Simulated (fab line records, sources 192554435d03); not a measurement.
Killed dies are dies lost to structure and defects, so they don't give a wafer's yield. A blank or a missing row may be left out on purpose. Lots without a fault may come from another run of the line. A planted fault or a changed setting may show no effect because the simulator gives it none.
fab line records | flow n5_finfet
record lots=6 wafers=18 last_day=17
route steps=1938 shown BEOL_M14@1758 PASSIVATION@1936
lots that met no fault: from a run of the same line without faults
start_h: hours from the record's first day to the start of the lot's first wafer shown | wait_h: hours since the lot's step before | " the same as in the row above | L1.1+2: a row that stands for several wafers | - no value, or no start given | * or withheld: withheld | < > ~ a bound
route shown NAME@n: a module of which the file shows steps, and the number in the route of the first | usual: mean/standard deviation of fault-free wafers | same: alike in all rows | chamber/n: place in a boat | sites: the reading at each site | _std_site: their standard deviation | _edge_site: outer sites' mean less inner sites' | radius_mm: how far each site lies from the wafer's centre | mask NAME#n: copy n | behind: the tool/chamber that last shaped the wafer | hold: why the lot was held/for how many hours/how that ended | device: the transistor (n, p or np) that didn't switch | end of line: the same wafers' tests at the end of the route | a step without rows: its recipe alone | killed: dies lost to structure and defects at the first sort, not the wafer's yield | map: a wafer's dies, x killed, . not, _ none there
set.NAME: the setting as run; set.NAME@STEP: as run at that earlier step | model.NAME: the simulator's own value behind a step, which no gauge read
lots at some steps of the route; a table a step, a row a wafer
services: from which hour (start_h, from the record's first day; less than 0 if before it) a tool's chamber was out of use, for how many hours, and why
## steps
# step N5_BEOL_M14_PRECLEAN_39
# recipe chemistry=residue_remover time_s=60 temp_c=40
# step N5_BEOL_M14_SRD_40
# recipe time_s=30 temp_c=23 rinse_liquid=diw dry=n2_spin spin_rpm=1500 dry_time_s=30
# step N5_BEOL_M14_DEGAS_41
# recipe ambient=vacuum temp_c=300 time_s=60
# usual heater_power_w=453/38
# columns lot.wafer tool chamber start_h wait_h heater_power_w
L168.1 pvd_sputter-01 - 247.35 0.2 507
L168.3 " - " " 434
L168.5 " - " " 438
L172.2 pvd_sputter-03 - 273.88 0.6 433
L172.3 " - " " 431
L172.6 " - " " 437
L178.2 pvd_sputter-02 - 307.04 0.0 469
L178.4 " - " " 394
L178.5 " - " " 470
L181.2 pvd_sputter-02 - 332.24 0.3 395
L181.4 " - " " 479
L181.5 " - " " 445
L189.1 pvd_sputter-03 - 381.84 0.7 444
L189.2 " - " " 402
L189.4 " - " " 437
L190.3 pvd_sputter-02 - 385.10 0.4 440
L190.4 " - " " 399
L190.5 " - " " 432
# step N5_BEOL_M14_PRE_CLEAN_42
# recipe gas=H2/He time_s=30 temp_c=300
# usual heater_power_w=453/38
# columns lot.wafer tool chamber start_h wait_h heater_power_w
L168.1 pvd_sputter-01 - 247.39 0.0 511
L168.3 " - " " 444
L168.5 " - " " 441
L172.2 pvd_sputter-03 - 273.92 0.0 436
L172.3 " - " " 452
L172.6 " - " " 443
L178.2 pvd_sputter-02 - 307.08 0.0 451
L178.4 " - " " 397
L178.5 " - " " 468
L181.2 pvd_sputter-02 - 332.28 0.0 404
L181.4 " - " " 468
L181.5 " - " " 436
L189.1 pvd_sputter-03 - 381.88 0.0 455
L189.2 " - " " 398
L189.4 " - " " 441
L190.3 pvd_sputter-02 - 385.14 0.0 435
L190.4 " - " " 403
L190.5 " - " " 432
# step N5_BEOL_M14_SPUTTER_43
# recipe material=TaN target_thk_a=150 temp_c=50 bias_v=168.6 power_w=15000 chamber_pressure_pa=0.12 time_s=24.19
# usual substrate_temp_c=49.99/0.11 throttle_valve_pct=30.1/0.96
# columns lot.wafer tool chamber start_h wait_h substrate_temp_c throttle_valve_pct
L168.1 pvd_sputter-01 - 247.43 0.0 50.12 28.9
L168.3 " - " " 49.81 30.9
L168.5 " - " " 49.98 29.1
L172.2 pvd_sputter-03 - 273.96 0.0 50.06 30.4
L172.3 " - " " 50.00 28.4
L172.6 " - " " 49.97 29.8
L178.2 pvd_sputter-02 - 307.12 0.0 49.98 31.4
L178.4 " - " " 49.82 30.6
L178.5 " - " " 49.99 31.6
L181.2 pvd_sputter-02 - 332.32 0.0 50.06 30.4
L181.4 " - " " 50.06 31.4
L181.5 " - " " 50.03 30.8
L189.1 pvd_sputter-03 - 381.92 0.0 49.82 28.3
L189.2 " - " " 49.99 30.1
L189.4 " - " " 49.99 30.0
L190.3 pvd_sputter-02 - 385.18 0.0 49.93 31.0
L190.4 " - " " 50.11 30.4
L190.5 " - " " 49.92 30.9
# step N5_BEOL_M14_SPUTTER_44
# recipe material=Ta target_thk_a=150 temp_c=50 bias_v=80 power_w=15000 chamber_pressure_pa=0.07 time_s=24.19
# step N5_BEOL_M14_SPUTTER_45
# recipe material=Cu target_thk_a=1000 temp_c=-20 bias_v=60 power_w=26000 chamber_pressure_pa=0.13 time_s=16.67
# usual chuck_gas_flow_sccm=1.26/0.053 substrate_temp_c=-20.00/0.1 throttle_valve_pct=30.1/0.97
# columns lot.wafer tool chamber start_h wait_h chuck_gas_flow_sccm substrate_temp_c throttle_valve_pct
L168.1 pvd_sputter-01 - 247.59 0.0 1.31 -19.98 29.1
L168.3 " - " " 1.24 -20.03 30.7
L168.5 " - " " 1.28 -20.02 28.7
L172.2 pvd_sputter-03 - 274.12 0.0 1.21 -19.97 30.0
L172.3 " - " " 1.20 -20.20 28.3
L172.6 " - " " 1.32 -19.96 29.8
L178.2 pvd_sputter-02 - 307.28 0.0 1.24 -19.87 31.3
L178.4 " - " " 1.27 -20.14 30.6
L178.5 " - " " 1.29 -19.87 31.5
L181.2 pvd_sputter-02 - 332.48 0.0 1.32 -20.02 30.1
L181.4 " - " " 1.30 -19.95 31.6
L181.5 " - " " 1.25 -20.18 30.6
L189.1 pvd_sputter-03 - 382.08 0.0 1.18 -19.97 28.3
L189.2 " - " " 1.21 -19.95 30.4
L189.4 " - " " 1.21 -20.02 29.9
L190.3 pvd_sputter-02 - 385.34 0.0 1.23 -19.91 31.0
L190.4 " - " " 1.17 -19.87 30.5
L190.5 " - " " 1.36 -20.13 30.9
# step N5_BEOL_M14_ECD_47
# recipe material=Cu target_thk_a=12480
# step N5_BEOL_M14_ANNEAL_48
# recipe temp_c=225 time_s=90 ambient=N2
# step N5_BEOL_M14_CMP_49
# recipe stop_on=SiO2 t_overpolish_s=5.2 down_force_psi=2 platen_rpm=80 clearing_platen_down_force_psi=2 clearing_platen_rpm=80 post_cmp_clean=cu_alkaline target_thk_nm=560 clearing_platen_pad_velocity_m_s=1.5917 pad_velocity_m_s=1.5917
# usual barrier_field_endpoint_s=11.3/0.36 motor_current_A=8.2/0.67 overpolish_run_s=5.200/0.0088 platen_rpm=80.00/0.055 time_to_endpoint_s=123/6.6
# columns lot.wafer tool chamber start_h wait_h barrier_field_endpoint_s motor_current_A overpolish_run_s platen_rpm time_to_endpoint_s
L168.1 cmp-02 1 248.22 0.3 12.1 8.6 5.194 80.01 131
L168.3 " 2 " " 11.3 8.8 5.203 80.02 126
L168.5 " 2 " " 11.4 8.1 5.198 80.07 128
L172.2 cmp-01 1 274.80 0.2 10.9 8.9 5.202 80.03 120
L172.3 " 0 " " 10.5 8.3 5.207 79.93 109
L172.6 " 2 " " 10.9 6.8 5.218 79.98 117
L178.4 cmp-03 3 307.89 0.1 11.2 7.6 5.177 79.83 119
L178.2 " 1 " " 11.4 8.8 5.196 80.19 121
L178.5 " 3 " " 11.4 7.7 5.214 79.91 117
L181.2 cmp-02 0 333.75 0.2 11.1 8.2 5.195 80.04 119
L181.4 " 3 " " 10.8 8.4 5.181 80.02 115
L181.5 " 1 " " 11.7 9.2 5.201 80.02 129
L189.4 cmp-02 3 382.76 0.2 11.2 8.0 5.200 79.98 128
L189.2 " 0 " " 11.4 8.3 5.192 80.08 127
L189.1 " 1 " " 11.9 8.7 5.202 79.98 137
L190.3 cmp-03 0 385.94 0.2 12.0 8.2 5.205 79.95 132
L190.4 " 2 " " 11.4 7.3 5.214 80.02 124
L190.5 " 0 " " 11.8 8.6 5.212 80.06 131
# step N5_BEOL_M14_THK_MEAS_50
# recipe thk_meas_gauge=xrf reads=Cu_of_BEOL_M14_ECD_47
# usual M14_THK=558/15
# columns lot.wafer tool chamber start_h wait_h M14_THK[nm]
L168.1 film_metro-01 - 248.51 - 576
L168.3 " - " " 562
L168.5 " - " " 575
L172.2 film_metro-01 - 275.09 - 565
L172.3 " - " " 577
L172.6 " - " " 580
L178.2 film_metro-01 - 308.18 - 526
L178.4 " - " " 577
L178.5 " - " " 556
L181.2 film_metro-01 - 334.05 - 567
L181.4 " - " " 540
L181.5 " - " " 563
L189.1 film_metro-01 - 383.02 - 576
L189.2 " - " " 578
L189.4 " - " " 573
L190.3 film_metro-02 - 386.24 - 550
L190.4 " - " " 538
L190.5 " - " " 564
# step N5_BEOL_M14_PRE_CLEAN_52
# recipe gas=NH3 time_s=15 temp_c=withheld rf_power_w=300
# step N5_BEOL_M14_DEP_53
# recipe material=SiCN target_thk_a=500 temp_c=withheld precursor=3MS/NH3 pressure_torr=3 rf_w=675 time_s=17.8
# usual chamber_pressure_Torr=2.999/0.0067 showerhead_plenum_p_Torr=4.155/0.016 throttle_valve_pct=17.7/0.92
# columns lot.wafer tool chamber start_h wait_h chamber_pressure_Torr showerhead_plenum_p_Torr throttle_valve_pct model.SiCN_of_BEOL_M14_DEP_53.thk_nm
L168.1 pecvd-03 2 248.58 0.0 2.986 4.173 17.1 49
L168.3 " 0 " " 2.997 4.169 18.1 49.6
L168.5 " 2 " " 3.004 4.168 17.0 49.2
L172.2 pecvd-03 0 275.15 0.0 2.992 4.156 18.2 72.2
L172.3 " 2 " " 2.995 4.172 17.1 70.2
L172.6 " 1 " " 2.989 4.132 20.3 73
L178.2 pecvd-03 2 308.25 0.0 2.995 4.173 17.5 70.6
L178.4 " 2 " " 3.000 4.177 17.5 49.2
L178.5 " 1 " " 3.001 4.132 20.4 50
L181.2 pecvd-01 1 334.11 0.0 2.990 4.157 16.9 48.8
L181.4 " 2 " " 2.998 4.153 18.4 50.8
L181.5 " 0 " " 2.996 4.152 17.9 49.2
L189.1 pecvd-04 2 383.08 0.0 3.006 4.192 17.4 50
L189.2 " 1 " " 2.996 4.129 18.1 50
L189.4 " 2 " " 3.003 4.181 17.6 50.4
L190.3 pecvd-01 0 386.30 0.0 2.995 4.147 17.6 49.2
L190.4 " 0 " " 2.998 4.153 17.8 50.2
L190.5 " 1 " " 3.005 4.178 16.8 49.2
# step N5_BEOL_M14_RS_MEAS_54
# recipe thk_meas_gauge=four-point-probe reads=Cu_of_BEOL_M14_ECD_47+Ta_of_BEOL_M14_SPUTTER_44+TaN_of_BEOL_M14_SPUTTER_43
# usual M14_RS=0.0336/0.00086
# columns lot.wafer tool chamber start_h wait_h M14_RS[ohm/sq]
L168.1 film_metro-01 - 248.64 0.0 0.0327
L168.3 " - " " 0.0337
L168.5 " - " " 0.0329
L172.2 film_metro-01 - 275.49 0.3 0.0334
L172.3 " - " " 0.0325
L172.6 " - " " 0.0324
L178.2 film_metro-01 - 308.31 0.1 0.0357
L178.4 " - " " 0.0325
L178.5 " - " " 0.0336
L181.2 film_metro-01 - 334.18 0.1 0.0332
L181.4 " - " " 0.0349
L181.5 " - " " 0.0335
L189.1 film_metro-01 - 383.15 0.0 0.0328
L189.2 " - " " 0.0328
L189.4 " - " " 0.0330
L190.3 film_metro-02 - 386.37 0.1 0.0333
L190.4 " - " " 0.0340
L190.5 " - " " 0.0326
# step N5_PASSIVATION_PROBE_49
# usual defect_limited_yield=91.1/1.5 killed_at_M0_to_M3=35/11 killed_at_M4_up=13/5.7 killed_at_contacts=12/5.7 killed_at_front_end=40/11 killed_at_other=4/4.4 killed_dies=105/18 killed_open=68/14 killed_short=34/7.4 sort_bin_4_leakage=0.00/0.011 sort_bin_5_function=5.2/1 sort_bin_6_memory=3.3/0.67 sort_n_pass=1074/18 sort_yield_pct=91.0/1.5
# same gross_dies=1180 killed_at_back_side=0 sort_bin_8_speed[%]=0
# columns lot.wafer tool chamber start_h wait_h defect_limited_yield[%] killed_at_M0_to_M3 killed_at_M4_up killed_at_contacts killed_at_front_end killed_at_other killed_dies killed_open killed_short sort_bin_4_leakage[%] sort_bin_5_function[%] sort_bin_6_memory[%] sort_n_pass sort_yield_pct[%]
L168.1 prober-01 - 268.44 0.0 89.2 38 19 11 43 16 127 88 37 0 5.9 4.1 1053 89.2
L168.3 prober-01 - 268.54 0.1 90.6 25 19 7 50 10 111 79 31 0 5.6 3.5 1069 90.6
L168.5 prober-01 - 268.64 0.2 89.4 32 17 7 52 17 125 76 48 0 6.0 4.2 1055 89.4
L172.2 prober-02 - 296.10 0.1 88.9 36 21 9 63 2 131 87 44 0 6.2 4.4 1049 88.9
L172.3 prober-02 - 296.15 0.1 89.5 46 17 4 47 10 124 78 38 0 6.9 3.4 1056 89.5
L172.6 prober-02 - 296.30 0.3 88.5 57 13 11 54 1 136 85 50 0 6.4 4.7 1044 88.5
L178.2 prober-02 - 332.80 0.1 93.0 20 12 5 42 4 83 47 22 0 3.6 2.3 1097 93.0
L178.4 prober-02 - 332.90 0.2 91.1 23 15 17 43 7 105 59 40 0 5.5 3.0 1075 91.1
L178.5 prober-02 - 332.95 0.2 93.4 19 12 8 31 8 78 49 22 0 4.7 1.7 1102 93.4
L181.2 prober-02 - 356.22 0.1 89.2 66 24 13 22 3 128 84 43 0 6.7 3.5 1052 89.2
L181.4 prober-02 - 356.32 0.2 91.2 43 12 14 33 2 104 68 33 0 4.9 3.4 1076 91.2
L181.5 prober-02 - 356.37 0.2 92.6 32 11 12 27 5 87 58 29 0 4.5 2.6 1093 92.6
L189.1 prober-01 - 401.50 0.0 92.3 21 10 14 42 4 91 60 29 0 3.4 4.0 1089 92.3
L189.2 prober-01 - 401.55 0.1 92.9 39 12 7 22 4 84 52 30 0 4.3 2.5 1096 92.9
L189.4 prober-01 - 401.65 0.2 93.2 36 16 7 20 1 80 46 32 0 3.7 2.8 1100 93.2
L190.3 prober-02 - 405.46 0.1 91.7 33 8 18 35 4 98 59 30 0.08 4.7 2.9 1081 91.6
L190.4 prober-02 - 405.51 0.2 92.5 24 19 8 33 4 88 65 23 0 4.3 3.1 1092 92.5
L190.5 prober-02 - 405.56 0.2 93.4 23 7 9 31 8 78 49 23 0 3.6 2.3 1102 93.4
# killed by level:class
L168.1 STI_FIN_REVEAL:geometric_particle:open=12 BEOL_M0_SAQP:geometric_particle:open=10 FIN_SAQP:geometric_particle:open=9 MOL_CONTACT_COAG:geometric_particle:open=9 BEOL_M1:geometric_particle:open=9 FIN_SAQP:geometric_particle:short=8 BEOL_M4:geometric_particle:open=7 BEOL_M0_SAQP:geometric_particle:short=6
L168.3 FIN_SAQP:geometric_particle:open=19 BEOL_M4:geometric_particle:open=13 FIN_SAQP:geometric_particle:short=10 STI_FIN_REVEAL:geometric_particle:open=8 MOL_CONTACT_COAG:geometric_particle:open=7 BEOL_M0_SAQP:geometric_particle:open=6 BEOL_M0:geometric_particle:open=6 BEOL_M0_SAQP:geometric_particle:short=4
L168.5 STI_FIN_REVEAL:geometric_particle:open=17 FIN_SAQP:geometric_particle:short=15 FIN_SAQP:geometric_particle:open=9 BEOL_M0_SAQP:geometric_particle:short=9 BEOL_M1:geometric_particle:open=8 BEOL_M4:geometric_particle:open=8 BEOL_M0_SAQP:geometric_particle:open=6 MOL_CONTACT_COAG:geometric_particle:open=5
L172.2 STI_FIN_REVEAL:geometric_particle:open=19 FIN_SAQP:geometric_particle:short=14 BEOL_M0_SAQP:geometric_particle:open=11 BEOL_M3:geometric_particle:open=10 FIN_SAQP:geometric_particle:open=9 BEOL_M0_SAQP:geometric_particle:short=8 MOL_CONTACT_COAG:geometric_particle:open=7 GATE_CUT:geometric_particle:short=6
L172.3 BEOL_M0_SAQP:geometric_particle:open=19 STI_FIN_REVEAL:geometric_particle:open=17 BEOL_M0_SAQP:geometric_particle:short=12 BEOL_M3:geometric_particle:open=8 MIM_TOP_ETCH:area_etch=7 FIN_SAQP:geometric_particle:open=6 BEOL_M4:geometric_particle:open=6 GATE_CUT:geometric_particle:short=5
L172.6 BEOL_M0_SAQP:geometric_particle:open=20 STI_FIN_REVEAL:geometric_particle:open=14 GATE_CUT:geometric_particle:short=12 BEOL_M0_SAQP:geometric_particle:short=12 FIN_SAQP:geometric_particle:open=9 BEOL_M3:geometric_particle:open=9 MOL_CONTACT_COAG:geometric_particle:open=8 FIN_SAQP:geometric_particle:short=6
L178.2 HKMG_FIN:area_etch=11 BEOL_M2:geometric_particle:open=9 FIN_SAQP:geometric_particle:open=8 BEOL_M4:geometric_particle:open=7 STI_FIN_REVEAL:geometric_particle:open=5 ILD0:geometric_particle:short=4 GATE_CUT:geometric_particle:short=4 BEOL_M0_SAQP:geometric_particle:open=4
L178.4 DUMMY_GATE:geometric_particle:open=11 MOL_CONTACT_COAG:geometric_particle:open=11 FIN_SAQP:geometric_particle:open=9 BEOL_M0_SAQP:geometric_particle:short=9 BEOL_M0_SAQP:geometric_particle:open=7 BEOL_M4:geometric_particle:open=7 MOL_CONTACT_COAG:geometric_particle:short=6 ILD0:geometric_particle:short=5
L178.5 STI_FIN_REVEAL:geometric_particle:open=10 MOL_CONTACT_COAG:geometric_particle:open=7 FIN_SAQP:geometric_particle:open=6 BEOL_M0_SAQP:geometric_particle:open=6 MIM_TOP_ETCH:area_etch=6 BEOL_M4:geometric_particle:open=5 BEOL_M0_SAQP:geometric_particle:short=4 FIN_SAQP:geometric_particle:short=3
L181.2 BEOL_M0_SAQP:geometric_particle:short=13 BEOL_M0_SAQP:geometric_particle:open=11 BEOL_M1:geometric_particle:open=11 MOL_CONTACT_COAG:geometric_particle:open=10 BEOL_M3:geometric_particle:open=9 BEOL_M4:geometric_particle:open=8 STI_FIN_REVEAL:geometric_particle:open=7 BEOL_M3:geometric_particle:short=7
L181.4 BEOL_M0_SAQP:geometric_particle:short=12 FIN_SAQP:geometric_particle:open=11 MOL_CONTACT_COAG:geometric_particle:open=9 BEOL_M0_SAQP:geometric_particle:open=9 BEOL_M3:geometric_particle:open=7 BEOL_M1:geometric_particle:open=6 STI_FIN_REVEAL:geometric_particle:open=5 MOL_CONTACT_COAG:geometric_particle:short=4
L181.5 BEOL_M0_SAQP:geometric_particle:short=11 FIN_SAQP:geometric_particle:open=7 GATE_CUT:geometric_particle:open=6 MOL_CONTACT_COAG:geometric_particle:open=6 MOL_CONTACT_COAG:geometric_particle:short=6 BEOL_M0_SAQP:geometric_particle:open=5 BEOL_M2:geometric_particle:open=5 GATE_CUT:geometric_particle:short=4
L189.1 DUMMY_GATE:geometric_particle:open=11 MOL_CONTACT_COAG:geometric_particle:open=11 FIN_SAQP:geometric_particle:short=5 GATE_CUT:geometric_particle:short=5 STI_FIN_REVEAL:geometric_particle:open=4 DUMMY_GATE:geometric_particle:short=4 GATE_CUT:geometric_particle:open=4 BEOL_M0_SAQP:geometric_particle:open=4
L189.2 STI_FIN_REVEAL:geometric_particle:open=9 BEOL_M0_SAQP:geometric_particle:short=6 BEOL_M1:geometric_particle:open=6 BEOL_M2:geometric_particle:open=6 BEOL_M3:geometric_particle:open=6 MOL_CONTACT_COAG:geometric_particle:open=4 BEOL_M0:geometric_particle:short=4 BEOL_M0:geometric_particle:open=3
L189.4 BEOL_M2:geometric_particle:open=14 GATE_CUT:geometric_particle:short=6 MOL_CONTACT_COAG:geometric_particle:open=6 BEOL_M0:geometric_particle:short=6 BEOL_M4:geometric_particle:short=5 STI_FIN_REVEAL:geometric_particle:open=4 BEOL_M0_SAQP:geometric_particle:short=3 BEOL_M0_SAQP:geometric_particle:open=3
L190.3 BEOL_M3:geometric_particle:open=17 MOL_CONTACT_COAG:geometric_particle:open=15 FIN_CUT:area_etch=6 FIN_SAQP:geometric_particle:short=5 BEOL_M2:geometric_particle:open=5 STARTING-WAFER:geometric_particle:short=4 DUMMY_GATE:geometric_particle:open=3 MOL_CONTACT_COAG:geometric_particle:short=3
L190.4 MOL_CONTACT_COAG:geometric_particle:open=7 BEOL_M0:geometric_particle:open=7 STARTING-WAFER:geometric_particle:open=7 FIN_SAQP:geometric_particle:open=6 STI_FIN_REVEAL:geometric_particle:open=5 BEOL_M2:geometric_particle:open=5 FIN_SAQP:geometric_particle:short=4 DUMMY_GATE:geometric_particle:open=4
L190.5 BEOL_M3:geometric_particle:open=9 STI_FIN_REVEAL:geometric_particle:open=6 FIN_SAQP:geometric_particle:open=5 BEOL_M2:geometric_particle:open=5 MIM_TOP_ETCH:geometric_particle:short=5 HKMG_FIN:area_etch=5 MOL_CONTACT_COAG:geometric_particle:open=4 MOL_CONTACT_COAG:geometric_particle:short=4
## services
# columns tool chamber start_h hours kind
pecvd-03 0 225.35 14.4 repair
cmp-01 - 229.82 3.5 repair
cmp-02 - 230.18 2.6 repair
pecvd-04 - 234.31 0.6 repair
pecvd-03 1 237.13 6.8 repair
pecvd-01 0 245.86 8.9 repair
cmp-03 - 246.74 0.4 repair
cmp-01 - 255.89 0.7 repair
pecvd-03 0 268.45 2.1 scheduled_down
cmp-02 - 277.69 4.0 pm
cmp-02 - 281.69 - consumable_replace:conditioner
cmp-02 - 281.69 - consumable_replace:pad
cmp-02 - 286.86 1.4 repair
cmp-01 - 300.42 4.0 pm
cmp-01 - 304.42 - consumable_replace:conditioner
cmp-01 - 304.42 - consumable_replace:pad
cmp-01 - 316.25 4.7 pm
cmp-03 - 322.94 0.5 repair
cmp-02 - 329.99 1.7 repair
pecvd-01 1 349.13 5.5 scheduled_down
pecvd-03 0 359.27 7.5 repair
pvd_sputter-03 - 366.40 10.0 repair
cmp-02 - 375.05 5.5 repair
pecvd-01 - 375.46 7.3 repair
## key
first_sign none at tools or gauges
model_effect step=N5_BEOL_M14_DEP_53 value=SiCN_of_BEOL_M14_DEP_53.thk_nm without=50 struck=71.5
met_at N5_BEOL_M14_DEP_53
struck_wafers L172.2,L172.3,L172.6,L178.2
baseline_loss step=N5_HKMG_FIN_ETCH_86 wafers=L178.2
onset_between 248.58 275.15
fault kind=process_parameter_drift tool=pecvd-03 chamber=- onset_h=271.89 steps=N5_BEOL_M14_DEP_53 channel=time_s offset=* shape=step end_h=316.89 scope=struck_wafers_only acts_in=* stated=*
# baseline_loss: these wafers lose ten dies or more at that step, a loss of the line's own and not of a fault; the sort's usual values leave them out
